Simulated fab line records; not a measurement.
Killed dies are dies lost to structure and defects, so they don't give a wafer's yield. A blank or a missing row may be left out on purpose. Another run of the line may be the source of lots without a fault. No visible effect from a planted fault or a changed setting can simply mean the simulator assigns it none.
Comparing a struck lot with a sound one | flow nand harc | 14 steps out of a route of 1159
Sound: these wafers, L324.4, L324.5, L324.6. The struck wafers were L325.1, L325.2, L325.4. Last of all comes the cause.
Each step with rows lists, per side, the tool, then ch with its chambers, then its first start. Under that, the readings that differ: sound wafers | struck wafers | difference of the means | sigmas: that difference in standard deviations of wafers without a fault.
alike: words and numbers the same on both sides, and readings whose means are apart by under 2 such deviations; not compared: readings that were withheld, readings missing a value for some wafer, numbers with overlapping values and no deviation given by the record, and bounds like >300 which may hide the same value.
A row with sigmas, a row that says differs or no value, or rows on one side alone: a step with any of these is where the two part. When numbers do not overlap yet have no deviation, they are printed without sigmas and do not part them. Lack of a reading on every wafer of one side parts them only where that side has two or more wafers.

NHARC_P_GATE_DESCUM_61: chemistry O2, time 3 s.
  sound on rie diel-12 ch 1,2,3, day 8 00:55; struck on rie diel-02 ch 0,1,3, day 8 14:55
  alike: drypump motor current A, oes product au, rf vpp V, showerhead plenum p Torr, throttle valve pct
  not compared: rf hours counter h
then, 1 step without rows for these wafers: NHARC_P_GATE_IMPLANT_62.
NHARC_P_GATE_STRIP_112: strips in N2/H2, time 200 s.
  sound on plasma asher-02 ch 0,1, day 8 01:20; struck on plasma asher-01 ch 0,1, day 8 16:33
  alike: drypump motor current A, heater power w
  not compared: rf hours counter h
NHARC_P_GATE_STRIP_76: strips in O2.
  sound on plasma asher-02 ch 0,1, day 8 01:32; struck on plasma asher-01 ch 0,1, day 8 16:49
  alike: drypump motor current A, heater power w
  not compared: rf hours counter h
then, 8 steps without rows for these wafers: NHARC_P_GATE_STRIP_63 (strips in SPM, time 900 s); NHARC_P_GATE_DEHYDRATE_83 (time 120 s); NHARC_P_GATE_HMDS_84 (time 30 s); NHARC_P_GATE_COAT_85; NHARC_P_GATE_SOFTBAKE_86 (time 95 s); NHARC_P_GATE_EBR_87; NHARC_P_GATE_EXPOSE_88 (exposes mask P HVN, target cd 2000 nm); NHARC_P_GATE_PEB_89 (peb time 85 s).
NHARC_P_GATE_DEVELOP_90: time 70 s.
  struck on litho track-02, day 8 17:00; sound on litho track-03 ch 0, day 8 02:00
  no value came back on the struck wafers for chill plate temp C (C), exhaust pa (Pa); on the sound wafers chill plate temp C (C) reads 23.19 23.10 23.04
NHARC_P_GATE_CD_MEAS_91 targets a cd of 2000 nm.
  sound on cd sem-03 ch 0, day 8 02:26; struck on cd sem-03 ch 0, day 8 17:44
  alike: cd nm

## WHERE THEY PART
Within this record, at NHARC_P_GATE_DEVELOP_90 only. Later steps at which nothing parts them and some readings are alike: NHARC_P_GATE_CD_MEAS_91.

WHY: what had been put in by the simulator
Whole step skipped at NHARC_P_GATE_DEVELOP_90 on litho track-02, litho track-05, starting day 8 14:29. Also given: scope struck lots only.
